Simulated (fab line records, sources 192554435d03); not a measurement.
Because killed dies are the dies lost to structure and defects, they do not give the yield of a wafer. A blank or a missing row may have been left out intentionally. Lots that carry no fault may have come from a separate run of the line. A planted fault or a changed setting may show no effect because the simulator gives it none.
fab line records | flow n5_finfet
record: lots: 8 | wafers: 23 | last_day: 18
route steps=1938 shown BEOL_M4@1057 PASSIVATION@1936
lots with no fault: from the same line, run without faults
start_h: the number of hours between the record's first day and the start of the first shown wafer of the lot | wait_h: time in hours since the lot's previous step | " as in the row above | L1.1+2: one row covering several wafers at once | - either no value or no given start | * or withheld: withheld | < > ~ a bound
route shown NAME@n: NAME is a module with steps in the file, n the number in the route of the first one | usual: mean/standard deviation taken from wafers without a fault | same: alike in all rows | chamber/n: place in a boat | sites: the reading at each site | _std_site: the standard deviation of these | _edge_site: mean of outer sites minus mean of inner sites | radius_mm: how far each site lies from the wafer's centre | mask NAME#n: copy n | behind: tool/chamber where the wafer was last shaped | hold: cause of the lot's hold/its duration in hours/its outcome | device: transistor that didn't switch, given as n, p or np | end of line: tests run on the same wafers once the route is complete | step lacking rows: just its recipe | killed: dies lost to structure and defects at the first sort, not the wafer's yield | map: a wafer's dies, marking killed ones x, the rest . and places with no die _
set.NAME: the setting the step ran with; set.NAME@STEP: the setting that earlier step ran with | model.NAME: the simulator's own value behind a step, which no gauge read
one table for each step of the route and one row for each wafer, over a sample of lots
services: the hour from which a tool's chamber was out of use, counted from the record's first day as start_h (under 0 if before that day), plus the number of hours and why
== steps ==
step: N5_BEOL_M4_OVL_MEAS_29
recipe: points_per_wafer: 522
usual: V3_OVL: 0.5/0.62
lot.wafer | tool       | chamber | start_h | wait_h | V3_OVL[nm]
L256.1    | overlay-01 | 0       | 177.44  | 0.0    | 0.7
L256.2    | "          | 0       | "       | "      | 0.2
L256.4    | "          | 0       | "       | "      | 0.6
L257.1    | overlay-01 | 0       | 182.69  | 0.0    | 0.8
L257.4    | "          | 0       | "       | "      | 1.2
L257.6    | "          | 0       | "       | "      | 0.1
L258.2    | overlay-02 | 0       | 190.13  | 0.0    | 0.1
L258.3    | "          | 0       | "       | "      | 0.6
L258.4    | "          | 0       | "       | "      | -0.1
L261.2    | overlay-02 | 0       | 211.28  | 0.0    | 0.5
L261.5    | "          | 0       | "       | "      | 1.1
L261.6    | "          | 0       | "       | "      | 0.5
L265.1    | overlay-01 | 0       | 233.80  | 0.0    | 0.1
L265.4    | "          | 0       | "       | "      | 0.4
L271.2    | overlay-01 | 0       | 275.89  | 0.0    | -0.4
L271.4    | "          | 0       | "       | "      | 0.0
L271.6    | "          | 0       | "       | "      | -0.3
L273.1    | overlay-01 | 0       | 299.37  | 0.0    | 0.6
L273.3    | "          | 0       | "       | "      | 0.0
L273.6    | "          | 0       | "       | "      | 0.1
L275.1    | overlay-01 | 0       | 309.38  | 0.0    | 0.2
L275.3    | "          | 0       | "       | "      | 0.4
L275.6    | "          | 0       | "       | "      | -0.3
step: N5_BEOL_M4_ETCHBACK_99
recipe: chemistry: CHF3 | target: SiO2 | target_depth_a: 50 | time_s: 10.4 | source_w: 215 | bias_w: 47 | Ar_flow_sccm: 200 | CHF3_flow_sccm: 12 | ion_energy_ev: 100 | pressure_mtorr: 30
usual: bias_w: 46.99/0.16 | drypump_motor_current_A: 5.6/0.34 | oes_f_703_au: 0.76/0.071 | oes_product_au: 0.77/0.073 | rf_vpp_V: 240/4.8 | showerhead_plenum_p_Torr: 2.17/0.056 | throttle_valve_pct: 17.12/0.26
lot.wafer | tool        | chamber | start_h | wait_h | bias_w | drypump_motor_current_A | oes_f_703_au | oes_product_au | rf_hours_counter_h | rf_vpp_V | showerhead_plenum_p_Torr | throttle_valve_pct
L256.1    | rie_diel-01 | 3       | 180.13  | 2.4    | 47.22  | 5.5                     | 0.86         | 0.87           | 39                 | 241      | 2.12                     | 16.76
L256.2    | "           | 0       | "       | "      | 47.11  | 5.7                     | 0.87         | 0.85           | 58                 | 241      | 2.27                     | 16.62
L256.4    | "           | 1       | "       | "      | 47.11  | 5.5                     | 0.77         | 0.76           | 175                | 243      | 2.23                     | 17.22
L257.1    | rie_diel-06 | 3       | 187.18  | 2.9    | 46.90  | 5.1                     | 0.73         | 0.72           | 182                | 228      | 2.25                     | 17.57
L257.4    | "           | 2       | "       | "      | 46.61  | 5.5                     | 0.83         | 0.83           | 81                 | 245      | 2.17                     | 17.06
L257.6    | "           | 1       | "       | "      | 47.09  | 5.6                     | 0.73         | 0.71           | -                  | 235      | 2.20                     | 17.46
L258.2    | rie_diel-01 | 3       | 192.47  | 1.8    | 46.83  | 5.5                     | 0.86         | 0.87           | 45                 | 240      | 2.11                     | 16.78
L258.3    | "           | 1       | "       | "      | 47.02  | 5.5                     | 0.76         | 0.76           | 180                | 241      | 2.23                     | 17.23
L258.4    | "           | 2       | "       | "      | 46.82  | 5.7                     | 0.68         | 0.68           | 235                | 243      | 2.21                     | 17.46
L261.2    | rie_diel-06 | 3       | 216.14  | 4.3    | 46.96  | 5.1                     | 0.72         | 0.71           | 192                | 229      | 2.25                     | 17.60
L261.5    | "           | 3       | "       | "      | 46.86  | 5.1                     | 0.72         | 0.71           | -                  | 229      | 2.25                     | 17.58
L261.6    | "           | 0       | "       | "      | 46.88  | 5.9                     | 0.84         | 0.82           | -                  | 235      | 2.08                     | 16.83
L265.1    | rie_diel-01 | 3       | 240.27  | 6.1    | 46.85  | 5.5                     | 0.83         | 0.85           | 64                 | 240      | 2.11                     | 16.80
L265.4    | "           | 0       | "       | "      | 46.78  | 5.8                     | 0.84         | 0.83           | -                  | 240      | 2.26                     | 16.67
L271.2    | rie_diel-03 | 2       | 277.76  | 1.4    | 47.18  | 6.3                     | 0.68         | 0.68           | 238                | 242      | 2.11                     | 17.19
L271.4    | "           | 0       | "       | "      | 47.02  | 5.3                     | 0.85         | 0.87           | 27                 | 241      | 2.22                     | 17.25
L271.6    | "           | 0       | "       | "      | 47.15  | 5.3                     | 0.85         | 0.88           | -                  | 241      | 2.22                     | 17.24
L273.1    | rie_diel-06 | 1       | 302.46  | 2.8    | 46.83  | 5.6                     | 0.97         | 0.97           | 7                  | 235      | 2.19                     | 17.06
L273.3    | "           | 0       | "       | "      | 47.15  | 5.9                     | 0.81         | 0.79           | 110                | 236      | 2.07                     | 16.86
L273.6    | "           | 3       | "       | "      | 46.96  | 5.1                     | 0.71         | 0.68           | -                  | 228      | 2.24                     | 17.64
L275.1    | rie_diel-01 | 3       | 324.56  | 14.9   | 46.91  | 5.5                     | 0.79         | 0.80           | 97                 | 241      | 2.10                     | 16.86
L275.3    | "           | 1       | "       | "      | 46.89  | 5.5                     | 0.72         | 0.72           | 232                | 242      | 2.21                     | 17.31
L275.6    | "           | 0       | "       | "      | 47.03  | 5.7                     | 0.81         | 0.79           | -                  | 241      | 2.24                     | 16.74
step: N5_BEOL_M4_TRENCH_ETCH_37
recipe: chemistry: C4F6/O2 | target_depth_a: 555.55 | target: SiOC | time_s: 29.2 | ion_energy_ev: 250 | pressure_mtorr: 30 | source_w: 355 | bias_w: 185 | Ar_flow_sccm: 300 | C4F6_flow_sccm: 10 | O2_flow_sccm: 10
usual: bias_w: 185.0/0.51 | drypump_motor_current_A: 5.6/0.34 | oes_f_703_au: 0.76/0.069 | oes_product_au: 0.77/0.072 | rf_vpp_V: 665/13 | showerhead_plenum_p_Torr: 2.87/0.072 | throttle_valve_pct: 20.90/0.28
lot.wafer | tool        | chamber | start_h | wait_h | bias_w | drypump_motor_current_A | oes_f_703_au | oes_product_au | rf_hours_counter_h | rf_vpp_V | showerhead_plenum_p_Torr | throttle_valve_pct
L256.1    | rie_diel-01 | 3       | 180.37  | -      | 185.2  | 5.5                     | 0.86         | 0.87           | 40                 | 667      | 2.80                     | 20.61
L256.2    | "           | 0       | "       | "      | 185.6  | 5.7                     | 0.87         | 0.85           | 58                 | 666      | 2.99                     | 20.39
L256.4    | "           | 1       | "       | "      | 185.1  | 5.5                     | 0.76         | 0.76           | 175                | 667      | 2.95                     | 20.97
L257.1    | rie_diel-06 | 3       | 187.42  | -      | 185.4  | 5.1                     | 0.74         | 0.71           | 182                | 635      | 2.97                     | 21.42
L257.4    | "           | 2       | "       | "      | 184.2  | 5.5                     | 0.82         | 0.81           | 81                 | 676      | 2.87                     | 20.88
L257.6    | "           | 1       | "       | "      | 185.1  | 5.6                     | 0.73         | 0.70           | -                  | 649      | 2.91                     | 21.22
L258.2    | rie_diel-01 | 3       | 192.71  | -      | 184.5  | 5.5                     | 0.84         | 0.86           | 45                 | 665      | 2.80                     | 20.59
L258.3    | "           | 1       | "       | "      | 184.6  | 5.5                     | 0.76         | 0.76           | 180                | 669      | 2.94                     | 20.98
L258.4    | "           | 2       | "       | "      | 184.4  | 5.7                     | 0.67         | 0.67           | 235                | 677      | 2.92                     | 21.24
L261.2    | rie_diel-06 | 3       | 216.38  | -      | 184.8  | 5.1                     | 0.73         | 0.70           | 192                | 634      | 2.97                     | 21.46
L261.5    | "           | 3       | "       | "      | 185.2  | 5.1                     | 0.73         | 0.71           | -                  | 633      | 2.97                     | 21.44
L261.6    | "           | 0       | "       | "      | 184.7  | 5.9                     | 0.83         | 0.82           | -                  | 652      | 2.75                     | 20.59
L265.1    | rie_diel-01 | 3       | 240.51  | -      | 185.0  | 5.5                     | 0.82         | 1.02           | 64                 | 665      | 2.79                     | 20.66
L265.4    | "           | 0       | "       | "      | 184.9  | 5.7                     | 0.85         | 0.83           | -                  | 665      | 2.98                     | 20.42
L271.2    | rie_diel-03 | 2       | 278.00  | -      | 185.3  | 6.3                     | 0.68         | 0.68           | 238                | 668      | 2.80                     | 20.91
L271.4    | "           | 0       | "       | "      | 184.3  | 5.3                     | 0.85         | 0.87           | 27                 | 669      | 2.93                     | 21.10
L271.6    | "           | 0       | "       | "      | 184.7  | 5.3                     | 0.83         | 0.88           | -                  | 669      | 2.93                     | 21.11
L273.1    | rie_diel-06 | 1       | 302.70  | -      | 185.7  | 5.6                     | 0.97         | 0.96           | 7                  | 649      | 2.89                     | 20.91
L273.3    | "           | 0       | "       | "      | 185.3  | 5.9                     | 0.81         | 0.79           | 110                | 650      | 2.74                     | 20.63
L273.6    | "           | 3       | "       | "      | 184.9  | 5.1                     | 0.72         | 0.68           | -                  | 634      | 2.96                     | 21.47
L275.1    | rie_diel-01 | 3       | 324.81  | -      | 184.7  | 5.5                     | 0.79         | 0.80           | 97                 | 665      | 2.77                     | 20.65
L275.3    | "           | 1       | "       | "      | 185.4  | 5.5                     | 0.73         | 0.72           | 232                | 667      | 2.92                     | 21.03
L275.6    | "           | 0       | "       | "      | 185.0  | 5.7                     | 0.81         | 0.79           | -                  | 666      | 2.96                     | 20.48
step: N5_BEOL_M4_OCD_MEAS_38
usual: trench_depth_nm: 55.0/1
lot.wafer | tool   | chamber | start_h | wait_h | trench_depth_nm
L256.1    | ocd-01 | -       | 180.52  | -      | 53.5
L256.2    | "      | -       | "       | "      | 55.5
L256.4    | "      | -       | "       | "      | 55.6
L257.1    | ocd-02 | -       | 187.58  | -      | 55.4
L257.4    | "      | -       | "       | "      | 55.9
L257.6    | "      | -       | "       | "      | 55.2
L258.2    | ocd-02 | -       | 192.87  | -      | 54.3
L258.3    | "      | -       | "       | "      | 55.2
L258.4    | "      | -       | "       | "      | 53.5
L261.2    | ocd-02 | -       | 216.53  | -      | 54.7
L261.5    | "      | -       | "       | "      | 55.2
L261.6    | "      | -       | "       | "      | 55.9
L265.1    | ocd-02 | -       | 240.66  | -      | 73.5
L265.4    | "      | -       | "       | "      | 55.9
L271.2    | ocd-02 | -       | 278.16  | -      | 52.9
L271.4    | "      | -       | "       | "      | 56.2
L271.6    | "      | -       | "       | "      | 55.8
L273.1    | ocd-02 | -       | 302.87  | -      | 57.7
L273.3    | "      | -       | "       | "      | 56.3
L273.6    | "      | -       | "       | "      | 54.7
L275.1    | ocd-01 | -       | 324.96  | -      | 55.0
L275.3    | "      | -       | "       | "      | 55.9
L275.6    | "      | -       | "       | "      | 55.7
step: N5_BEOL_M4_ALD_84
recipe: material: TaN | target_thk_a: * | temp_c: 275 | ald_precursor_family: PDMAT | ald_co_reactant: NH3 | pressure_torr: 3 | carrier_flow_sccm: 1500 | pulse_time_s: 2 | purge_time_s: 3 | co_reactant_purge_time_s: 2 | co_reactant_pulse_time_s: 3 | ald_cycles: 30 | precursor_vessel_temp_c: 75 | precursor_vessel_pressure_torr: 26.25 | precursor_vessel_carrier_sccm: 1000
usual: heater_power_w: 415/40
lot.wafer | tool         | chamber | start_h | wait_h | heater_power_w
L256.1    | ald_metal-03 | 3       | 181.60  | 0.2    | 407
L256.2    | "            | 2       | "       | "      | 443
L256.4    | "            | 1       | "       | "      | 456
L257.1    | ald_metal-01 | 1       | 188.25  | 0.1    | 413
L257.4    | "            | 2       | "       | "      | 417
L257.6    | "            | 0       | "       | "      | 461
L258.2    | ald_metal-03 | 3       | 193.54  | 0.1    | 410
L258.3    | "            | 0       | "       | "      | 400
L258.4    | "            | 1       | "       | "      | 439
L261.2    | ald_metal-01 | 2       | 217.14  | 0.0    | 412
L261.5    | "            | 3       | "       | "      | 410
L261.6    | "            | 0       | "       | "      | 462
L265.1    | ald_metal-03 | 0       | 241.37  | 0.0    | 389
L265.4    | "            | 2       | "       | "      | 441
L271.2    | ald_metal-02 | 0       | 279.07  | 0.1    | 485
L271.4    | "            | 1       | "       | "      | 390
L271.6    | "            | 3       | "       | "      | 314
L273.1    | ald_metal-01 | 3       | 304.07  | 0.0    | 410
L273.3    | "            | 2       | "       | "      | 408
L273.6    | "            | 0       | "       | "      | 472
L275.1    | ald_metal-02 | 0       | 325.27  | 0.0    | 485
L275.3    | "            | 1       | "       | "      | 390
L275.6    | "            | 0       | "       | "      | 470
step: N5_BEOL_M4_THK_MEAS_53
recipe: thk_meas_gauge: xrf | reads: Cu_of_BEOL_M4_ECD_50
usual: M4_THK: 38.9/1.6
lot.wafer | tool          | chamber | start_h | wait_h | M4_THK[nm]
L256.1    | film_metro-01 | -       | 184.85  | -      | 37.0
L256.2    | "             | -       | "       | "      | 39.4
L256.4    | "             | -       | "       | "      | 39.2
L257.1    | film_metro-01 | -       | 191.56  | -      | 37.2
L257.4    | "             | -       | "       | "      | 39.6
L257.6    | "             | -       | "       | "      | 36.4
L258.2    | film_metro-02 | -       | 198.46  | -      | 38.4
L258.3    | "             | -       | "       | "      | 41.7
L258.4    | "             | -       | "       | "      | 37.4
L261.2    | film_metro-01 | -       | 220.41  | -      | 39.1
L261.5    | "             | -       | "       | "      | 39.5
L261.6    | "             | -       | "       | "      | 43.0
L265.1    | film_metro-01 | -       | 244.47  | -      | 56.7
L265.4    | "             | -       | "       | "      | 39.8
L271.2    | film_metro-02 | -       | 282.41  | -      | 36.8
L271.4    | "             | -       | "       | "      | 39.5
L271.6    | "             | -       | "       | "      | 40.0
L273.1    | film_metro-02 | -       | 308.75  | -      | 43.4
L273.3    | "             | -       | "       | "      | 40.7
L273.6    | "             | -       | "       | "      | 39.9
L275.1    | film_metro-01 | -       | 328.60  | -      | 38.2
L275.3    | "             | -       | "       | "      | 38.9
L275.6    | "             | -       | "       | "      | 40.9
step: N5_BEOL_M4_RS_MEAS_58
recipe: thk_meas_gauge: four-point-probe | reads: Co_of_BEOL_M4_CO_CAP_55+Cu_of_BEOL_M4_ECD_50+Co_of_BEOL_M4_CVD_47+TaN_of_BEOL_M4_ALD_84
usual: M4_RS: 0.68/0.037
lot.wafer | tool          | chamber | start_h | wait_h | M4_RS[ohm/sq]
L256.1    | film_metro-01 | -       | 185.11  | 0.0    | 0.72
L256.2    | "             | -       | "       | "      | 0.66
L256.4    | "             | -       | "       | "      | 0.67
L257.1    | film_metro-01 | -       | 191.82  | 0.0    | 0.72
L257.4    | "             | -       | "       | "      | 0.66
L257.6    | "             | -       | "       | "      | 0.74
L258.2    | film_metro-02 | -       | 198.72  | 0.1    | 0.69
L258.3    | "             | -       | "       | "      | 0.63
L258.4    | "             | -       | "       | "      | 0.71
L261.2    | film_metro-01 | -       | 220.67  | 0.1    | 0.67
L261.5    | "             | -       | "       | "      | 0.66
L261.6    | "             | -       | "       | "      | 0.60
L265.1    | film_metro-01 | -       | 244.73  | 0.0    | 0.42
L265.4    | "             | -       | "       | "      | 0.66
L271.2    | film_metro-01 | -       | 282.73  | 0.1    | 0.74
L271.4    | "             | -       | "       | "      | 0.67
L271.6    | "             | -       | "       | "      | 0.66
L273.1    | film_metro-02 | -       | 309.20  | 0.0    | 0.59
L273.3    | "             | -       | "       | "      | 0.64
L273.6    | "             | -       | "       | "      | 0.66
L275.1    | film_metro-01 | -       | 328.86  | 0.0    | 0.69
L275.3    | "             | -       | "       | "      | 0.68
L275.6    | "             | -       | "       | "      | 0.64
step: N5_BEOL_M4_RC_MEAS_101
usual: DIBL_N: 36.1/1.6 | DIBL_P: 35.7/1.8 | IOFF_N: 0.159/0.027 | IOFF_P: 0.21/0.03 | ION_N: 673/10 | ION_P: 462/7.4 | SERP_M4: 194/15 | SERP_M4_max_site: 207/17 | SS_N: 71.4/0.56 | SS_P: 73.2/0.61 | VT_N: 249.7/3 | VT_P: -250/3.1
lot.wafer | tool      | chamber | start_h | wait_h | DIBL_N[mV/V] | DIBL_P[mV/V] | IOFF_N[nA/um] | IOFF_P[nA/um] | ION_N[uA/um] | ION_P[uA/um] | SERP_M4[ohm/um] | SERP_M4_max_site[ohm/um] | SS_N[mV/dec] | SS_P[mV/dec] | VT_N[mV] | VT_P[mV]
L256.1    | prober-02 | 0       | 185.16  | 0.0    | 37.9         | 37.4         | 0.156         | 0.19          | 664          | 448          | 190             | 202                      | 71.6         | 73.6         | 252.5    | -253
L256.2    | "         | 0       | "       | "      | 36.6         | 35.8         | 0.136         | 0.18          | 662          | 451          | 162             | 168                      | 71.7         | 73.1         | 253.1    | -254
L256.4    | "         | 0       | "       | "      | 39.2         | 38.7         | 0.189         | 0.24          | 678          | 458          | 173             | 200                      | 72.0         | 73.8         | 248.9    | -251
L257.1    | prober-02 | 0       | 191.87  | 0.0    | 36.4         | 34.9         | 0.162         | 0.20          | 671          | 463          | 211             | 224                      | 71.4         | 72.7         | 250.1    | -250
L257.4    | "         | 0       | "       | "      | 37.0         | 35.9         | 0.170         | 0.22          | 678          | 467          | 205             | 222                      | 71.6         | 73.7         | 246.8    | -248
L257.6    | "         | 0       | "       | "      | 36.4         | 35.9         | 0.167         | 0.23          | 676          | 469          | 215             | 231                      | 71.2         | 73.8         | 247.0    | -247
L258.2    | prober-02 | 0       | 198.93  | 0.2    | 36.3         | 36.8         | 0.176         | 0.18          | 673          | 447          | 190             | 210                      | 72.0         | 73.6         | 248.2    | -254
L258.3    | "         | 0       | "       | "      | 36.4         | 36.8         | 0.164         | 0.18          | 676          | 449          | 202             | 208                      | 72.0         | 73.6         | 250.7    | -252
L258.4    | "         | 0       | "       | "      | 36.9         | 38.2         | 0.171         | 0.22          | 683          | 455          | 223             | 243                      | 72.6         | 73.5         | 250.2    | -252
L261.2    | prober-02 | 0       | 220.88  | 0.2    | 35.7         | 35.6         | 0.161         | 0.20          | 671          | 455          | 180             | 187                      | 71.8         | 72.6         | 251.7    | -250
L261.5    | "         | 0       | "       | "      | 33.3         | 33.7         | 0.131         | 0.17          | 672          | 459          | 180             | 189                      | 70.0         | 72.1         | 255.0    | -253
L261.6    | "         | 0       | "       | "      | 36.9         | 36.3         | 0.187         | 0.21          | 679          | 455          | 168             | 176                      | 71.9         | 73.8         | 249.4    | -249
L265.1    | prober-02 | 0       | 244.78  | 0.0    | 36.8         | 38.0         | 0.164         | 0.26          | 664          | 462          | 143             | 153                      | 71.3         | 73.9         | 248.3    | -246
L265.4    | "         | 0       | "       | "      | 36.1         | 37.2         | 0.154         | 0.23          | 668          | 469          | 180             | 195                      | 71.0         | 73.4         | 251.6    | -246
L271.2    | prober-02 | 0       | 282.93  | 0.2    | 37.5         | 34.8         | 0.156         | 0.19          | 660          | 450          | 217             | 232                      | 71.6         | 73.1         | 251.8    | -251
L271.4    | "         | 0       | "       | "      | 34.7         | 31.6         | 0.118         | 0.15          | 643          | 447          | 191             | 214                      | 71.4         | 72.4         | 254.1    | -255
L271.6    | "         | 0       | "       | "      | 36.6         | 34.2         | 0.154         | 0.19          | 677          | 460          | 184             | 204                      | 70.9         | 73.1         | 250.6    | -256
L273.1    | prober-01 | 0       | 309.25  | 0.0    | 37.1         | 36.8         | 0.195         | 0.23          | 678          | 461          | 151             | 155                      | 71.9         | 72.9         | 247.2    | -250
L273.3    | "         | 0       | "       | "      | 35.3         | 34.9         | 0.147         | 0.19          | 672          | 457          | 175             | 182                      | 71.5         | 72.3         | 251.9    | -253
L273.6    | "         | 0       | "       | "      | 36.2         | 36.0         | 0.178         | 0.22          | 677          | 463          | 182             | 210                      | 72.2         | 72.4         | 249.4    | -250
L275.1    | prober-02 | 0       | 328.91  | 0.0    | 34.9         | 33.0         | 0.124         | 0.19          | 667          | 465          | 237             | 253                      | 70.6         | 72.9         | 250.1    | -249
L275.3    | "         | 0       | "       | "      | 40.0         | 39.2         | 0.210         | 0.30          | 684          | 473          | 192             | 197                      | 71.4         | 75.1         | 246.3    | -246
L275.6    | "         | 0       | "       | "      | 37.2         | 35.1         | 0.147         | 0.23          | 675          | 478          | 172             | 180                      | 70.6         | 73.6         | 249.8    | -248
sites SERP_M4 radius_mm=0,75,75,75,75,140,140,140,140
L256.1 195 188 198 190 201 175 202 188 188
L257.1 197 201 214 203 209 211 213 216 224
L258.2 195 202 199 210 190 175 189 185 180
L261.2 179 187 181 180 185 174 175 167 186
L265.1 153 149 143 143 146 115 119 117 120
L271.2 212 217 232 228 214 216 217 213 218
L273.1 145 151 151 149 153 152 155 149 148
L275.1 241 242 249 253 237 195 203 206 218
step: N5_PASSIVATION_PROBE_49
usual: defect_limited_yield: 91.0/1.3 | killed_at_M0_to_M3: 33/10 | killed_at_M4_up: 14/5.6 | killed_at_contacts: 12/5.8 | killed_at_front_end: 43/11 | killed_at_other: 4.1/2.8 | killed_dies: 106/15 | killed_on_rim: 14/3.9 | killed_open: 70/12 | killed_short: 34/7.5 | sort_bin_5_function: 5.3/0.88 | sort_bin_6_memory: 3.3/0.64 | sort_n_pass: 1074/15 | sort_yield_pct: 91.0/1.3
same: gross_dies: 1180 | killed_at_back_side: 0 | sort_bin_4_leakage[%]: 0 | sort_bin_8_speed[%]: 0
lot.wafer | tool      | chamber | start_h | wait_h | defect_limited_yield[%] | killed_at_M0_to_M3 | killed_at_M4_up | killed_at_contacts | killed_at_front_end | killed_at_other | killed_dies | killed_on_rim | killed_open | killed_short | sort_bin_5_function[%] | sort_bin_6_memory[%] | sort_n_pass | sort_yield_pct[%]
L258.2    | prober-02 | -       | 303.49  | 0.1    | 89.1                    | 22                 | 17              | 20                 | 63                  | 7               | 129         | 12            | 79          | 50           | 6.4                    | 4.1                  | 1051        | 89.1
L258.3    | prober-02 | -       | 303.54  | 0.1    | 89.2                    | 30                 | 11              | 17                 | 65                  | 4               | 127         | 17            | 94          | 29           | 6.7                    | 3.6                  | 1053        | 89.2
L265.4    | prober-02 | -       | 357.40  | 0.2    | 92.5                    | 25                 | 16              | 2                  | 44                  | 2               | 89          | 13            | 59          | 27           | 3.5                    | 3.6                  | 1091        | 92.5
killed by level:class
L258.2 STI_FIN_REVEAL:geometric_particle:open=17 MOL_CONTACT_COAG:geometric_particle:open=17 FIN_SAQP:geometric_particle:open=9 BEOL_M2:geometric_particle:open=8 FIN_SAQP:geometric_particle:short=7 BEOL_M0_SAQP:geometric_particle:short=7 BEOL_M4:geometric_particle:open=7 DUMMY_GATE:geometric_particle:open=6
L258.3 STI_FIN_REVEAL:geometric_particle:open=26 MOL_CONTACT_COAG:geometric_particle:open=13 BEOL_M2:geometric_particle:open=8 BEOL_M4:geometric_particle:open=8 BEOL_M1:geometric_particle:open=7 FIN_SAQP:geometric_particle:open=6 FIN_SAQP:geometric_particle:short=5 STI_FIN_REVEAL:geometric_particle:short=4
L265.4 STI_FIN_REVEAL:geometric_particle:open=16 BEOL_M4:geometric_particle:open=7 FIN_SAQP:geometric_particle:short=6 BEOL_M1:geometric_particle:open=5 BEOL_M3:geometric_particle:open=5 FIN_SAQP:geometric_particle:open=4 GATE_CUT:geometric_particle:short=4 BEOL_M1:geometric_particle:short=4
== services ==
tool         | chamber | start_h | hours | kind
rie_diel-03  | 0       | 170.10  | 5.9   | repair
ald_metal-02 | 3       | 182.24  | 6.9   | repair
rie_diel-03  | 0       | 190.51  | -     | clean
rie_diel-03  | 0       | 190.51  | -     | consumable_replace:focus_ring
rie_diel-03  | 0       | 190.51  | 12.7  | scheduled_down
rie_diel-03  | 0       | 190.51  | 12.7  | vent_cycle
rie_diel-01  | 0       | 198.22  | 3.0   | repair
ald_metal-01 | 0       | 198.69  | 3.0   | repair
ald_metal-02 | -       | 203.27  | 8.7   | pm
ald_metal-01 | 2       | 219.25  | 23.0  | repair
rie_diel-06  | -       | 232.17  | 14.6  | pm
rie_diel-01  | 2       | 232.53  | -     | clean
rie_diel-01  | 2       | 232.53  | -     | consumable_replace:focus_ring
rie_diel-01  | 2       | 232.53  | 27.3  | scheduled_down
rie_diel-01  | 2       | 232.53  | 27.3  | vent_cycle
rie_diel-03  | 2       | 263.59  | 3.8   | repair
rie_diel-06  | 1       | 265.85  | -     | clean
rie_diel-06  | 1       | 265.85  | -     | consumable_replace:focus_ring
rie_diel-06  | 1       | 265.85  | 16.0  | scheduled_down
rie_diel-06  | 1       | 265.85  | 16.0  | vent_cycle
ald_metal-02 | 0       | 304.34  | 9.4   | repair
rie_diel-03  | 2       | 313.92  | -     | clean
rie_diel-03  | 2       | 313.92  | -     | consumable_replace:focus_ring
rie_diel-03  | 0       | 317.64  | 4.0   | repair
== key ==
first_sign: step: N5_BEOL_M4_TRENCH_ETCH_37 | reading: oes_product_au | direction: up | sigmas: 3.5 | usual: 0.77 | struck: 1.02
effect: step: N5_BEOL_M4_OCD_MEAS_38 | reading: trench_depth_nm | direction: up | sigmas: 18 | usual: 55.0 | struck: 73.5
effect: step: N5_BEOL_M4_THK_MEAS_53 | reading: M4_THK | direction: up | sigmas: 11 | usual: 38.9 | struck: 56.7
effect: step: N5_BEOL_M4_RS_MEAS_58 | reading: M4_RS | direction: down | sigmas: 6.9 | usual: 0.68 | struck: 0.42
effect: step: N5_BEOL_M4_RC_MEAS_101 | reading: SERP_M4 | direction: down | sigmas: 3.5 | usual: 194 | struck: 143
effect: step: N5_BEOL_M4_RC_MEAS_101 | reading: SERP_M4_max_site | direction: down | sigmas: 3.2 | usual: 207 | struck: 153
met_at N5_BEOL_M4_TRENCH_ETCH_37
struck_lots L265
struck_wafers L265.1
not_acting_at N5_BEOL_M4_OVL_MEAS_29,N5_BEOL_M4_ETCHBACK_99,N5_BEOL_M4_ALD_84
onset_between 192.71 240.51
fault: kind: process_parameter_drift | tool: rie_diel-01 | chamber: - | onset_h: 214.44 | steps: N5_BEOL_M4_TRENCH_ETCH_37 | channel: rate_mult | offset: 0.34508 | shape: step | end_h: 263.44 | scope: struck_wafers_only
